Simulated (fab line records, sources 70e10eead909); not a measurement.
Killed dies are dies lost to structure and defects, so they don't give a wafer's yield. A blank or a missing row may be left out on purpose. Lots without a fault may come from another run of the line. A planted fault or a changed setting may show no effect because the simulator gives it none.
fab line records | flow nand_harc
record lots=11 wafers=33 last_day=33
route steps=1302 shown A_SGD_CUT@906 A_SLIT@930
lots that met no fault: from a run of the same line without faults
start_h: hours from the record's first day to the start of the lot's first wafer shown | wait_h: hours since the lot's step before | " the same as in the row above | L1.1+2: a row that stands for several wafers | - no value, or no start given | * or withheld: withheld | < > ~ a bound
route shown NAME@n: a module of which the file shows steps, and the number in the route of the first | usual: mean/standard deviation of fault-free wafers | same: alike in all rows | chamber/n: place in a boat | sites: the reading at each site | _std_site: their standard deviation | _edge_site: outer sites' mean less inner sites' | radius_mm: how far each site lies from the wafer's centre | mask NAME#n: copy n | behind: the tool/chamber that last shaped the wafer | hold: why the lot was held/for how many hours/how that ended | device: the transistor (n, p or np) that didn't switch | end of line: the same wafers' tests at the end of the route | a step without rows: its recipe alone | killed: dies lost to structure and defects at the first sort, not the wafer's yield | map: a wafer's dies, x killed, . not, _ none there
set.NAME: the setting as run; set.NAME@STEP: as run at that earlier step | model.NAME: the simulator's own value behind a step, which no gauge read
steps of the route over a sample of lots; a table a step, a row a wafer
services: from which hour (start_h, from the record's first day; less than 0 if before it) a tool's chamber was out of use, for how many hours, and why
## steps
# step NHARC_A_SGD_CUT_ETCH_59
# recipe target_depth_a=2600 over_etch_frac=0.25 time_s=406.25 ion_energy_ev=200 n2_flow_sccm=150 h2_flow_sccm=150 ar_flow_sccm=0 rf_w=400 bias_w=150 chemistry=N2/H2
# usual drypump_motor_current_A=5.5/0.39 oes_product_au=1.001/0.0085 rf_vpp_V=431.8/3 showerhead_plenum_p_Torr=2.09/0.1 throttle_valve_pct=14.173/0.0076
# same over_etch_frac=0.25
# columns lot.wafer tool chamber start_h wait_h drypump_motor_current_A oes_product_au rf_hours_counter_h rf_vpp_V showerhead_plenum_p_Torr throttle_valve_pct
L306.2 rie_diel-13 3 - - 5.0 0.987 4 434.5 2.20 14.175
L306.4 " 0 " " 6.0 0.978 4 430.3 2.05 14.175
L306.5 " 3 " " 5.0 1.001 - 435.9 2.20 14.174
L308.1 rie_diel-10 0 - - 5.6 1.012 2 432.4 2.13 14.183
L308.3 " 1 " " 5.7 1.011 2 429.7 2.02 14.173
L308.2 " 3 " " 5.3 1.013 1 428.9 1.96 14.181
L310.4 rie_diel-13 0 - - 6.1 0.989 6 430.9 2.05 14.168
L310.3 " 1 " " 6.0 1.001 6 435.4 2.20 14.169
L310.6 " 1 " " 6.1 0.991 - 434.6 2.20 14.195
L312.1 rie_diel-13 1 - - 6.0 1.004 6 436.2 2.20 14.170
L312.3 " 2 " " 4.9 1.011 6 429.0 2.01 14.172
L312.5 " 0 " " 6.1 0.999 - 430.7 2.05 14.183
L314.4 rie_diel-13 2 - - 4.9 1.000 8 428.7 2.01 14.170
L314.3 " 1 " " 6.1 0.995 7 434.5 2.20 14.166
L314.6 " 2 " " 5.0 0.999 - 428.5 2.01 14.161
L323.2 rie_diel-10 2 - - 5.6 1.011 0 434.1 2.18 14.160
L323.5 " 0 " " 5.7 0.999 - 433.1 2.13 14.174
L323.6 " 1 " " 5.7 1.006 - 429.0 2.02 14.190
L324.2 rie_diel-06 3 - - 5.9 1.012 8 427.8 1.92 14.167
L324.4 " 1 " " 5.3 0.999 7 426.2 1.92 14.173
L324.5 " 2 " " 5.7 1.011 - 433.7 2.19 14.173
L329.3 rie_diel-13 2 - - 5.0 0.995 6 429.4 2.01 14.174
L329.1 " 1 " " 6.1 1.005 5 434.4 2.20 14.181
L329.5 " 2 " " 4.9 1.006 - 429.3 2.01 14.174
L328.4 rie_diel-06 1 - - 5.3 0.984 9 428.1 1.92 14.184
L328.2 " 2 " " 5.6 1.002 9 436.0 2.19 14.161
L328.1 " 0 " " 5.5 0.998 9 434.0 2.18 14.169
L327.4 rie_diel-06 0 - - 5.5 0.995 9 434.2 2.18 14.168
L327.5 " 0 " " 5.5 1.006 - 435.1 2.18 14.175
L327.6 " 1 " " 5.3 1.002 - 426.4 1.92 14.174
L326.3 rie_diel-13 2 - - 4.9 0.995 6 428.4 2.01 14.162
L326.1 " 0 " " 6.1 0.989 6 429.9 2.04 14.175
L326.5 " 2 " " 4.9 0.991 - 429.5 2.01 14.169
# step NHARC_A_SGD_CUT_THK_MEAS_22
# recipe thk_meas_gauge=ellipsometry
# usual thk_nm=148.3/1.3
# columns lot.wafer tool chamber start_h wait_h thk_nm
L306.2 film_metro-02 - 440.73 0.2 148.2
L306.4 " - " " 150.1
L306.5 " - " " 149.1
L308.1 film_metro-01 - 459.50 0.2 148.0
L308.2 " - " " 149.0
L308.3 " - " " 148.7
L310.3 film_metro-02 - 484.56 0.2 148.9
L310.4 " - " " 147.1
L310.6 " - " " 148.1
L312.1 film_metro-02 - 492.47 0.2 149.4
L312.3 " - " " 148.7
L312.5 " - " " 149.8
L314.3 film_metro-01 - 524.03 0.2 148.3
L314.4 " - " " 149.3
L314.6 " - " " 149.1
L323.2 film_metro-02 - 612.22 0.2 148.0
L323.5 " - " " 148.5
L323.6 " - " " 147.3
L324.2 film_metro-01 - 638.20 0.2 147.3
L324.4 " - " " 148.2
L324.5 " - " " 146.0
L328.1 film_metro-01 - 656.63 0.2 147.8
L328.2 " - " " 147.4
L328.4 " - " " 147.6
L327.4 film_metro-02 - 656.63 0.2 146.7
L327.5 " - " " 149.7
L327.6 " - " " 146.2
L329.1 film_metro-01 - 656.64 0.2 148.8
L329.3 " - " " 146.9
L329.5 " - " " 147.6
L326.1 film_metro-02 - 662.24 0.2 148.6
L326.3 " - " " 148.0
L326.5 " - " " 148.4
# step NHARC_A_SLIT_EXPOSE_06
# recipe na=1.35 dose_mj=60.82 mask_id=SLIT
# usual exposure_dose_mJ_cm2=60.82/0.058
# columns lot.wafer tool chamber start_h wait_h mask exposure_dose_mJ_cm2
L306.2 arfi_scanner-01 0 445.91 - SLIT#0 60.76
L306.4 " 0 " " SLIT#0 60.75
L306.5 " 0 " " SLIT#0 60.82
L308.1 arfi_scanner-02 0 464.93 - SLIT#0 60.76
L308.2 " 0 " " SLIT#0 60.83
L308.3 " 0 " " SLIT#0 60.80
L310.3 arfi_scanner-02 0 493.70 - SLIT#0 60.83
L310.4 " 0 " " SLIT#0 60.82
L310.6 " 0 " " SLIT#0 60.77
L312.1 arfi_scanner-02 0 502.51 - SLIT#0 60.88
L312.3 " 0 " " SLIT#0 60.80
L312.5 " 0 " " SLIT#0 60.81
L314.3 arfi_scanner-03 0 531.06 - SLIT#0 60.73
L314.4 " 0 " " SLIT#0 60.81
L314.6 " 0 " " SLIT#0 60.79
L323.2 arfi_scanner-02 0 617.43 - SLIT#0 75.79
L323.5 " 0 " " SLIT#0 75.89
L323.6 " 0 " " SLIT#0 75.86
L324.2 arfi_scanner-03 0 644.14 - SLIT#0 60.77
L324.4 " 0 " " SLIT#0 60.85
L324.5 " 0 " " SLIT#0 60.85
L328.1 arfi_scanner-01 0 661.73 - SLIT#0 60.68
L328.2 " 0 " " SLIT#0 60.79
L328.4 " 0 " " SLIT#0 60.86
L327.4 arfi_scanner-03 0 662.81 - SLIT#0 60.74
L327.5 " 0 " " SLIT#0 60.74
L327.6 " 0 " " SLIT#0 60.83
L329.1 arfi_scanner-01 0 664.91 - SLIT#0 60.71
L329.3 " 0 " " SLIT#0 60.82
L329.5 " 0 " " SLIT#0 60.88
L326.1 arfi_scanner-02 0 669.98 - SLIT#0 72.86
L326.3 " 0 " " SLIT#0 72.87
L326.5 " 0 " " SLIT#0 72.82
# step NHARC_A_SLIT_CD_MEAS_09
# recipe target_cd_nm=300 landing_energy_ev=500
# usual cd_nm=300.1/0.46
# columns lot.wafer tool chamber start_h wait_h cd_nm
L306.2 cd_sem-02 0 446.05 - 300.7
L306.4 " 0 " " 300.0
L306.5 " 0 " " 300.0
L308.1 cd_sem-02 0 465.07 - 300.1
L308.2 " 0 " " 300.1
L308.3 " 0 " " 300.0
L310.3 cd_sem-01 0 493.84 - 300.3
L310.4 " 0 " " 300.1
L310.6 " 0 " " 300.0
L312.1 cd_sem-03 0 502.65 - 300.1
L312.3 " 0 " " 300.4
L312.5 " 0 " " 300.2
L314.3 cd_sem-03 0 531.20 - 300.2
L314.4 " 0 " " 299.9
L314.6 " 0 " " 300.1
L323.2 cd_sem-03 0 617.57 - 312.3
L323.5 " 0 " " 311.6
L323.6 " 0 " " 311.4
L324.2 cd_sem-01 0 644.28 - 299.0
L324.4 " 0 " " 299.2
L324.5 " 0 " " 299.8
L328.1 cd_sem-02 0 661.87 - 299.9
L328.2 " 0 " " 299.5
L328.4 " 0 " " 300.0
L327.4 cd_sem-03 0 662.95 - 299.8
L327.5 " 0 " " 300.1
L327.6 " 0 " " 299.8
L329.1 cd_sem-03 0 665.05 - 300.3
L329.3 " 0 " " 300.5
L329.5 " 0 " " 300.9
L326.1 cd_sem-02 0 670.12 - 310.4
L326.3 " 0 " " 309.9
L326.5 " 0 " " 310.1
# step NHARC_A_SLIT_DESCUM_14
# recipe time_s=3 o2_flow_sccm=200 ar_flow_sccm=0 bias_power_w=0 chemistry=O2
# usual drypump_motor_current_A=5.7/0.53 o2_flow_sccm=199.9/0.61 oes_product_au=1.001/0.0078 rf_vpp_V=57.8/0.96 showerhead_plenum_p_Torr=1.92/0.084 throttle_valve_pct=11.310/0.0093
# columns lot.wafer tool chamber start_h wait_h drypump_motor_current_A o2_flow_sccm oes_product_au rf_hours_counter_h rf_vpp_V showerhead_plenum_p_Torr throttle_valve_pct
L306.2 rie_diel-01 3 446.23 0.1 6.5 199.3 1.000 3.1 57.5 1.91 11.306
L306.4 " 2 " " 5.3 200.1 1.005 3.3 56.1 1.90 11.322
L306.5 " 3 " " 6.5 200.1 1.005 - 58.2 1.91 11.306
L308.3 rie_diel-12 0 465.26 0.1 5.1 199.5 0.998 0.4 57.3 1.78 11.304
L308.1 " 1 " " 5.4 200.6 1.005 0.7 57.3 1.91 11.320
L308.2 " 3 " " 6.2 200.7 0.995 0.4 57.7 1.90 11.301
L310.3 rie_diel-01 0 494.02 0.1 5.0 200.4 0.988 5.1 57.7 2.02 11.309
L310.4 " 1 " " 5.4 201.2 1.006 4.8 57.5 2.05 11.314
L310.6 " 0 " " 5.0 200.2 0.995 - 57.7 2.02 11.313
L312.1 rie_diel-12 0 502.85 0.1 5.1 199.1 1.003 2.4 56.2 1.78 11.319
L312.3 " 1 " " 5.4 200.0 1.005 2.8 56.6 1.91 11.297
L312.5 " 3 " " 6.2 200.4 1.009 - 58.1 1.90 11.313
L314.3 rie_diel-12 1 531.39 0.1 5.4 200.2 1.001 6.2 58.6 1.91 11.327
L314.4 " 2 " " 5.8 198.7 1.008 6.1 58.7 1.94 11.304
L314.6 " 0 " " 5.1 198.8 1.012 - 57.9 1.78 11.313
L323.2 rie_diel-09 3 617.78 0.1 6.2 200.4 1.002 4.3 59.3 2.02 11.304
L323.6 " 0 " " 5.7 200.0 0.996 - 57.8 2.05 11.310
L323.5 " 1 " " 6.7 199.3 0.999 - 57.5 1.84 11.299
L324.2 rie_diel-01 0 644.48 0.1 5.0 199.7 1.003 4.5 58.9 2.02 11.291
L324.4 " 1 " " 5.4 198.9 0.995 5.0 58.4 2.05 11.299
L324.5 " 2 " " 5.3 199.1 0.998 - 57.4 1.89 11.301
L328.2 rie_diel-12 3 662.06 0.1 6.2 199.0 0.998 0.8 57.5 1.89 11.304
L328.4 " 1 " " 5.4 198.6 1.005 0.6 58.3 1.91 11.318
L328.1 " 2 " " 5.8 199.9 1.016 0.7 58.6 1.94 11.324
L327.4 rie_diel-01 3 663.13 0.1 6.5 200.1 0.993 5.7 57.9 1.90 11.317
L327.5 " 3 " " 6.5 199.4 1.002 - 57.4 1.90 11.322
L327.6 " 0 " " 5.0 200.3 0.978 - 57.9 2.02 11.297
L329.1 rie_diel-12 0 665.24 0.1 5.1 199.4 0.998 2.0 57.5 1.78 11.312
L329.3 " 2 " " 5.8 199.1 0.997 1.4 57.9 1.94 11.314
L329.5 " 0 " " 5.1 199.8 0.995 - 57.6 1.78 11.303
L326.1 rie_diel-01 2 670.31 0.1 5.3 201.0 0.990 5.3 57.9 1.89 11.323
L326.3 " 3 " " 6.5 198.9 0.997 6.4 58.1 1.90 11.315
L326.5 " 3 " " 6.5 199.8 0.996 - 58.0 1.90 11.290
## services
# columns tool chamber start_h hours kind
arfi_scanner-01 - 418.83 0.3 repair
arfi_scanner-02 - 442.48 5.3 repair
rie_diel-12 - 445.40 9.0 pm
rie_diel-01 1 463.63 7.7 repair
rie_diel-01 2 469.07 6.4 repair
arfi_scanner-02 - 484.00 4.0 pm
arfi_scanner-02 - 493.78 1.0 repair
rie_diel-13 1 509.19 7.9 repair
rie_diel-01 0 513.02 4.2 repair
rie_diel-13 - 519.00 9.0 pm
rie_diel-01 2 523.54 8.7 repair
rie_diel-01 - 557.85 9.0 pm
rie_diel-12 2 569.46 4.2 repair
rie_diel-12 1 575.48 4.4 repair
rie_diel-01 2 579.14 7.3 repair
rie_diel-01 3 583.66 1.8 repair
rie_diel-01 2 586.86 3.6 repair
rie_diel-01 - 589.96 0.2 repair
rie_diel-12 3 602.00 17.9 repair
rie_diel-13 2 611.43 3.1 repair
rie_diel-12 - 622.40 9.0 pm
rie_diel-01 0 631.76 10.5 repair
rie_diel-13 1 639.10 10.3 repair
arfi_scanner-02 - 656.00 4.0 pm
## key
first_sign step=NHARC_A_SLIT_EXPOSE_06 reading=exposure_dose_mJ_cm2 direction=up sigmas=99+ usual=60.82 struck=74.35
effect step=NHARC_A_SLIT_CD_MEAS_09 reading=cd_nm direction=up sigmas=24 usual=300.1 struck=310.9 through=control_loop
met_at NHARC_A_SLIT_EXPOSE_06
struck_lots L323,L326
tester_left_out L323,L326
loop_trim step=NHARC_A_SLIT_EXPOSE_06 setting=dose lots=L326
not_acting_at NHARC_A_SGD_CUT_ETCH_59,NHARC_A_SGD_CUT_THK_MEAS_22,NHARC_A_SLIT_DESCUM_14
onset_between 502.51 617.43
fault kind=process_parameter_drift tool=arfi_scanner-02 chamber=- onset_h=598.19 steps=NHARC_A_SLIT_EXPOSE_06 channel=dose_mj offset=14.992 shape=step acts_in=these_recipes_only stated=60.82
# tester_left_out: of these lots the tester's yield and bins aren't shown, on N5 and GAA mostly nor the transistor test; their killed dies are dies lost to structure and defects alone, not to doping, threshold or leakage, so they don't give the yield
# loop_trim: a control loop set the setting to another value than it would have without faults
